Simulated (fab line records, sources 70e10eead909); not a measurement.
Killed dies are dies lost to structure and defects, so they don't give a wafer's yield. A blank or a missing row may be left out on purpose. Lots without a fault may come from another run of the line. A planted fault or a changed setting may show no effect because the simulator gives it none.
Chamber matching | flow nand_harc | NHARC_A_STAIRCASE_CMP_472 on cmp-02: 4 sister chambers
The step polishes SiO2. 16 wafers are shown with their chamber, then 8 later ones without.

WAFERS WITH THEIR CHAMBER
wafer  | chamber | motor_current_A (A) | pad_life_wafers
L074.1 | 1       | 11.3                | 222
L078.3 | 0       | 13.1                | 260
L077.2 | 3       | 12.6                | 266
L077.3 | 2       | 13.4                | 265
L080.1 | 2       | 12.2                | 355
L080.2 | 1       | 11.2                | 354
L083.2 | 1       | 11.3                | 507
L087.2 | 0       | 12.9                | 39
L087.3 | 1       | 11.7                | 36
L087.4 | 2       | 12.5                | 37
L085.2 | 1       | 11.2                | 42
L085.3 | 0       | 12.5                | 45
L088.1 | 2       | 13.1                | 60
L088.4 | 3       | 12.7                | 61
L091.2 | 2       | 12.5                | 139
L091.3 | 1       | 11.4                | 138

SIGNATURES (means of the wafers above)
reading         | chamber 0 | chamber 1 | chamber 2 | chamber 3 | scatter within a chamber
motor_current_A | 12.833    | 11.350    | 12.740    | 12.650    | 0.334
pad_life_wafers | 114.67    | 216.50    | 171.20    | 163.50    | 158
Rule: a wafer's distance from a chamber is the root of the sum, over the readings, of the square of ((its reading less the chamber's mean) divided by the reading's scatter). The wafer belongs to the nearest chamber; if the next one is less than 2 further off, it can't be placed. The scatter: the root of (the sum of the squares of (reading less its chamber's mean) over the shown wafers, divided by (wafers less chambers)).

WAFERS WITHOUT THEIR CHAMBER
wafer  | motor_current_A (A) | pad_life_wafers
L091.4 | 13.4                | 140
L092.1 | 12.1                | 315
L092.2 | 11.3                | 312
L092.4 | 13.2                | 314
L095.2 | 13.3                | 410
L095.3 | 12.8                | 409
L096.3 | 12.0                | 456
L096.4 | 11.0                | 458

WHICH CHAMBER EACH WENT THROUGH
wafer  | from the rows above               | in truth
L091.4 | can't be placed: 0 or 2 or 3      | 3
L092.1 | can't be placed: 3 or 2 or 1 or 0 | 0
L092.2 | 1                                 | 1
L092.4 | can't be placed: 2 or 0 or 3      | 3
L095.2 | can't be placed: 2 or 0 or 3      | 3
L095.3 | can't be placed: 2 or 3 or 0      | 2
L096.3 | can't be placed: 1 or 3 or 2 or 0 | 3
L096.4 | 1                                 | 1
Placed correctly: 2 of 8. Can't be placed from these rows: 6 (the true chamber is among the candidates in 6). Placed wrongly: 0.
